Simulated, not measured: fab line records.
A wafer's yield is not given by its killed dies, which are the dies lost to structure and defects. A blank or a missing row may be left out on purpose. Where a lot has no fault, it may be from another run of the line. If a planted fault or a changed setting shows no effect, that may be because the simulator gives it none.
A lot that was struck, set against a sound lot / flow n5-finfet / 15 steps out of a route of 1938
Sound: these wafers, L179.1, L179.2, L179.6. Wafers struck: L186.5, L186.6. The cause comes at the end.
Per side, at each step with rows, come the tool, then ch with its chambers, and then its first start. Under that, the readings that differ: sound wafers / struck wafers / difference of the means / sigmas: that difference in standard deviations of wafers without a fault.
alike: a reading whose means differ by less than 2 such deviations, as well as words and numbers matching on both sides. not compared: withheld readings; readings where some wafer has no value; bounds like >300 that might hide an equal value; numbers whose values overlap and for which the record gives no deviation.
A row with sigmas, a row that says differs or no value, or rows on one side alone: a step with any of these is where the two part. Numbers that don't overlap but have no deviation are shown without sigmas and don't part them. A reading that every wafer of one side lacks parts them only if that side has two wafers or more.

N5_HKMG_FIN_CMP_94: polishes, stops on SiNx, t overpolish 4.7 s, target thk 43.299 nm.
  sound on cmp-02 ch 2,3, day 5 07:59; struck on cmp-04 ch 2,3, day 7 06:49
  alike: motor-current-A, slurry-filter-dp-kPa
N5_HKMG_FIN_INSPECT_28: inspects for defects (darkfield).
  sound on defect-inspect-02, day 5 08:11; struck on defect-inspect-01, day 7 06:56
reading=raw-defect-count; sound=66 71 91; struck=32 34; difference=-43; sigmas=-3
N5_GATE_CUT_ETCHBACK_00: etches W in SF6/Cl2.
  sound on rie-metal-03 ch 0,1, day 5 08:14; struck on rie-metal-03 ch 0,1, day 7 07:02
  alike: drypump-motor-current-A, oes-product-au, throttle-valve-pct
  not compared: rf-hours-counter-h
N5_GATE_CUT_ETCH_56: etches TiN in Cl2/Ar, target depth 21.6 nm.
  sound on rie-metal-03 ch 0,1, day 5 08:21; struck on rie-metal-03 ch 0,1, day 7 07:08
  alike: drypump-motor-current-A, mfc-ar-sccm, oes_ar_750_au, oes-product-au, throttle-valve-pct
  not compared: rf-hours-counter-h
then, 2 steps without rows for these wafers: N5_GATE_CUT_ETCHBACK_30 (etches TiN in Cl2/Ar, target depth 3 nm); N5_GATE_CUT_VAPOR_ETCH_60 (etches HfO2 in BCl3/Cl2).
N5_GATE_CUT_ETCH_58: etches SiNx in CH3F/O2, target depth 17 nm, time 128.6 s.
  sound on rie-diel-05 ch 0,1, day 5 08:31; struck on rie-diel-06 ch 1,2, day 7 07:23
reading=throttle-valve-pct (%); sound=16.14 16.17 16.18; struck=16.65 16.58; difference=+0.45; sigmas=+2
  alike: CH3F_flow_sccm, drypump-motor-current-A, mfc-ar-sccm, oes-product-au, rf-vpp-V, showerhead-plenum-p-Torr
  not compared: rf-hours-counter-h
N5_GATE_CUT_STRIP_59: strips in N2/H2, time 20 s.
  sound on rie-diel-05 ch 0,1, day 5 08:37; struck on rie-diel-06 ch 1,2, day 7 07:28
reading=throttle-valve-pct (%); sound=11.96 12.07 12.05; struck=12.64 12.44; difference=+0.51; sigmas=+2
  alike: drypump-motor-current-A, oes-product-au, rf-vpp-V, showerhead-plenum-p-Torr
  not compared: rf-hours-counter-h
then, 3 steps without rows for these wafers: N5_GATE_CUT_PRECLEAN_31 (cleans in DIW, time 300 s); N5_GATE_CUT_SRD_32 (time 30 s); N5_GATE_CUT_SAC_CAP_01 (material SiNx, target thk 24 nm, pulse time 1 s, ald cycles 480).
N5_GATE_CUT_PECVD_57: deposits SiNx from SiH4/NH3/N2, target thk 21 nm.
  sound on pecvd-03 ch 0,1, day 5 11:02; struck on pecvd-03 ch 1,2, day 7 09:52
reading=model.SiNx_of_GATE_CUT_PECVD_57.thk-nm (nm); sound=21 21 21.4; struck=8 8.4; difference=-13; sigmas=
  alike: heater-power-w, showerhead-plenum-p-Torr, throttle-valve-pct
N5_GATE_CUT_CMP_02: polishes, stops on SiO2, t overpolish 12.7 s, target thk 0 nm.
  sound on cmp-02 ch 0,1,2, day 5 11:08; struck on cmp-01 ch 1,2, day 7 10:04
reading=time-to-endpoint-s (s); sound=25.7 25.7 24.6; struck=12.2 14.6; difference=-11.9; sigmas=-5
  alike: motor-current-A, slurry-filter-dp-kPa
-- here the record skips 4 days between the struck wafers' starts before and after, leaving off in module GATE_CUT and picking up in module BEOL_M4 (first step shown: number 1111 of the route) --
N5_BEOL_M4_RC_MEAS_101:
  sound on prober-02 ch 0, day 9 08:45; struck on prober-01 ch 0, day 11 06:40
  alike: DIBL_N, DIBL_P, IOFF_N, IOFF_P, ION_N, ION_P, SS_N, SS_P, VT_N, VT_P
-- here the record skips 4 days between the struck wafers' starts before and after, leaving off in module BEOL_M4 and picking up in module PASSIVATION (first step shown: number 1936 of the route) --
N5_PASSIVATION_PROBE_49:
  record: rows for the struck wafers here (prober-02, day 15 16:14), none for the sound ones

## WHERE THEY PART
Last at N5_PASSIVATION_PROBE_49 as far as this record goes, first at N5_HKMG_FIN_INSPECT_28.

WHY: what the simulator had put in
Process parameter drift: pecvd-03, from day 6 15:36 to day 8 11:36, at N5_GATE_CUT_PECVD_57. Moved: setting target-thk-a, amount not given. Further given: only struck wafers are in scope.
